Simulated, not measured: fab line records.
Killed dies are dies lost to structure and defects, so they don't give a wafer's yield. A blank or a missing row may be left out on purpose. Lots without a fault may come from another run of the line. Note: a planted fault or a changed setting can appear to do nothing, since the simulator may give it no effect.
Comparing a struck lot with a sound one    flow nandHarc    33 steps out of a route of 1302
Sound: the wafers L754.1, L754.3, L754.6. Struck: wafer L757.3 (left out: L757.1, L757.6 of the same lot, which were not struck); the cause appears at the end.
Per side, at each step with rows, come the tool, then ch with its chambers, and then its first start. Under that, the readings that differ: sound wafers    struck wafers    difference of the means    sigmas: that difference in standard deviations of wafers without a fault.
alike: a reading whose means differ by less than 2 such deviations, as well as words and numbers matching on both sides. not compared: withheld readings; readings where some wafer has no value; bounds like >300 that might hide an equal value; numbers whose values overlap and for which the record gives no deviation.
A row with sigmas, a row that says differs or no value, or rows on one side alone: a step with any of these is where the two part. Numbers that don't overlap but have no deviation are shown without sigmas and don't part them. A reading that every wafer of one side lacks parts them only if that side has two wafers or more.

first, 3 steps without rows for these wafers: NHARC_A_CHANNEL_HOLE_D1_EXPOSE_07 (exposes mask HOLE D1, target cd 100 nm); NHARC_A_CHANNEL_HOLE_D1_PEB_08 (peb time 65 s); NHARC_A_CHANNEL_HOLE_D1_DEVELOP_09 (develop time 35 s).
NHARC_A_CHANNEL_HOLE_D1_CD_MEAS_10 targets a cd of 100 nm.
  sound on cdSem-01 ch 0, day 10 17:46; struck on cdSem-01 ch 0, day 12 07:43
  alike: cdNm
NHARC_A_CHANNEL_HOLE_D1_OVL_MEAS_11:
  sound on overlay-01, day 10 17:52; struck on overlay-02, day 12 07:48
reading          sound        struck  difference  sigmas
overlayYNm (nm)  2.6 2.2 2.1  -0.4    -2.7        -4
  alike: overlayXNm
NHARC_A_CHANNEL_HOLE_D1_INSPECT_12:
  sound on defectInspect-02, day 10 17:53; struck on defectInspect-02, day 12 07:50
  alike: rawDefectCount
NHARC_A_CHANNEL_HOLE_D1_DESCUM_15: chemistry O2, time 3 s.
  sound on rieDiel-01 ch 2,3, day 10 17:58; struck on rieDiel-13 ch 1, day 12 07:53
reading                   sound        struck  difference  sigmas
drypumpMotorCurrentA (A)  6.1 6.3 6.3  5.0     -1.2        -3
  alike: oesProductAu, rfVppV, showerheadPlenumPTorr, throttleValvePct
  not compared: rfHoursCounterH
then, 3 steps without rows for these wafers: NHARC_A_CHANNEL_HOLE_D1_ETCH_38 (etches the open film in CF4, target depth 39 nm, time 65 s); NHARC_A_CHANNEL_HOLE_D1_ETCH_39 (etches the open film in N2/H2, target depth 260 nm, time 325 s); NHARC_A_CHANNEL_HOLE_D1_ETCH_34 (etches the open film in CF4/CHF3, target depth 154 nm, time 77 s).
NHARC_A_CHANNEL_HOLE_D1_ETCH_16: etches the open film in O2/COS, target depth 3100 nm, time 806 s.
  sound on rieDiel-01 ch 1,2,3; struck on rieDiel-13 ch 0
  alike: drypumpMotorCurrentA, oesProductAu, rfVppV, showerheadPlenumPTorr, throttleValvePct
  not compared: rfHoursCounterH
NHARC_A_CHANNEL_HOLE_D1_CD_MEAS_18:
  sound on cdSem-01, day 10 19:07; struck on cdSem-01, day 12 09:00
  alike: cdNm
NHARC_A_CHANNEL_HOLE_D1_ETCH_19: etches the open film in C4F8/O2/Ar, time 34.5 s.
  sound on harEtch-01 ch 0,1, day 10 19:11; struck on harEtch-01 ch 1, day 12 09:05
  alike: drypumpMotorCurrentA, showerheadPlenumPTorr, throttleValvePct
  not compared: rfHoursCounterH
NHARC_A_CHANNEL_HOLE_D1_ETCH_20: etches the open film in C4F8/O2/Ar, time 361.9 s, target depth 1600 nm.
  sound on harEtch-01 ch 0,1, day 10 19:17; struck on harEtch-01 ch 1, day 12 09:14
  alike: drypumpMotorCurrentA, showerheadPlenumPTorr, throttleValvePct
  not compared: rfHoursCounterH
then, 1 step without rows for these wafers: NHARC_A_CHANNEL_HOLE_D1_ETCH_21 (etches the open film in C4F8/O2/Ar, time 514.3 s, target depth 1600 nm).
NHARC_A_CHANNEL_HOLE_D1_ETCH_22: etches the open film in C4F8/O2/Ar, time 666.7 s, target depth 1600 nm.
  sound on harEtch-01 ch 0,1, day 10 20:03; struck on harEtch-01 ch 1, day 12 10:02
  alike: drypumpMotorCurrentA, showerheadPlenumPTorr, throttleValvePct
  not compared: rfHoursCounterH
then, 8 steps without rows for these wafers: NHARC_A_CHANNEL_HOLE_D1_ETCH_23 (etches the open film in C4F8/O2/Ar, time 819 s, target depth 1600 nm); NHARC_A_CHANNEL_HOLE_D1_ETCH_24 (etches the open film in C4F8/O2/Ar, time 906.2 s, target depth 1500 nm); NHARC_A_CHANNEL_HOLE_D1_ETCH_25 (etches the open film in C4F8/O2/Ar, time 1040.2 s, target depth 1500 nm); NHARC_A_CHANNEL_HOLE_D1_ETCH_26 (etches the open film in C4F8/O2/Ar, time 224.1 s, target depth 300 nm); NHARC_A_CHANNEL_HOLE_D1_ETCH_33 (etches the open film in C4F8/O2/Ar, time 90 s, target depth 400 nm); NHARC_A_CHANNEL_HOLE_D1_STRIP_41 (strips in N2/H2); NHARC_A_CHANNEL_HOLE_D1_STRIP_42 (strips in CF4/CHF3); NHARC_A_CHANNEL_HOLE_D1_STRIP_43 (strips in O2/COS).
NHARC_A_CHANNEL_HOLE_D1_ETCH_44: etches the open film in CF4/O2, target depth 140 nm, overetch 14 nm, time 77 s.
  sound on rieDiel-01 ch 0,1, day 10 23:55; struck on rieDiel-01 ch 0, day 12 13:48
reading                       sound           struck  difference  sigmas
showerheadPlenumPTorr (Torr)  1.28 1.43 1.43  1.27    -0.11       -2
  alike: drypumpMotorCurrentA, oesProductAu, rfVppV, throttleValvePct
  not compared: rfHoursCounterH
then, 3 steps without rows for these wafers: NHARC_A_CHANNEL_HOLE_D1_STRIP_27 (strips in O2); NHARC_A_CHANNEL_HOLE_D1_PRECLEAN_28 (cleans in SC1); NHARC_A_CHANNEL_HOLE_D1_SRD_29.
NHARC_A_CHANNEL_HOLE_D1_CD_MEAS_30:
  sound on cdSem-01, day 11 00:43; struck on cdSem-02, day 12 14:35
  alike: cdNm
following that, these wafers have no rows for 1 step: NHARC_A_CHANNEL_HOLE_D1_XSEM_31.
NHARC_A_CHANNEL_HOLE_D1_INSPECT_40:
  sound on defectInspect-02, day 11 00:55; struck on defectInspect-01, day 12 14:47
reading         sound     struck  difference  sigmas
rawDefectCount  65 81 39  882     +820        +28
then, 1 step without rows for these wafers: NHARC_A_CHANNEL_FILL_D1_PRECLEAN_00 (cleans in SC1).
-- jump in the record: it breaks off in module A_CHANNEL_FILL_D1 and resumes in module END (first step shown: number 1302 of the route), and 16 days separate the struck wafers' starts before and after --
NHARC_END_SORT_01:
  sound on prober-01 ch 0, day 27 01:53; struck on prober-01 ch 0, day 28 07:53
reading        sound     struck  difference  sigmas
killedAtArray  48 56 42  122     +73         +4
killedDies     58 63 43  126     +71         +4
  alike: killedAtOther, killedAtPeriphery, killedOpen, killedShort

WHERE THEY PART
Last at NHARC_END_SORT_01 as far as this record goes, first at NHARC_A_CHANNEL_HOLE_D1_OVL_MEAS_11.

WHY: what the simulator had put in
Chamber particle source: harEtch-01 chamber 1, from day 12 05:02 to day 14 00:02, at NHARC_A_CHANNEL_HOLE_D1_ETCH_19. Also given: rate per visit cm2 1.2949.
